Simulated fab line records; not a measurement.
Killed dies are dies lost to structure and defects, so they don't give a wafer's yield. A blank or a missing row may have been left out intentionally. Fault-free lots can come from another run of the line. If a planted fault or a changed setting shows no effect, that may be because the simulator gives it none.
Chamber matching + flow nand harc + pecvd-04 running NHARC_A_CHANNEL_HOLE_D1_DEP_01: 3 sister chambers
The step deposits SiON, target thk 140 nm. 3 wafers are shown with their chamber, then 7 later ones without.

WAFERS PAIRED WITH THEIR CHAMBERS
| wafer  | chamber | heater power w (W) |
|--------|---------|--------------------|
| L443.4 | 1       | 759                |
| L448.1 | 2       | 869                |
| L448.2 | 0       | 588                |

WAFERS WHOSE CHAMBER IS MISSING
| wafer  | heater power w (W) |
|--------|--------------------|
| L448.6 | 569                |
| L451.1 | 913                |
| L451.2 | 572                |
| L451.4 | 745                |
| L452.1 | 938                |
| L452.3 | 609                |
| L452.6 | 679                |

THE CHAMBER EACH PASSED THROUGH
| wafer  | from the rows above     | in truth |
|--------|-------------------------|----------|
| L448.6 | 0                       | 0        |
| L451.1 | 2                       | 2        |
| L451.2 | 0                       | 0        |
| L451.4 | 1                       | 1        |
| L452.1 | 2                       | 2        |
| L452.3 | 0                       | 0        |
| L452.6 | can't be placed: 1 or 0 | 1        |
Correct placement for 6 of the 7. Cannot be placed on the basis of these rows: 1; the candidates contain the true chamber in 1. Placed wrongly: 0.
How it was worked out, from the rows above alone: a wafer's distance from a chamber is the root of the sum, over the readings, of the square of ((its reading less the chamber's mean) divided by the reading's scatter). If the next closest chamber is less than 2 further off than the closest, the wafer can't be placed; otherwise it belongs to the closest. A chamber's mean is the mean of its shown wafers. The scatter (one wafer shown for each chamber): square how far every hidden wafer sits from the nearest shown wafer, average those squares and take the square root.
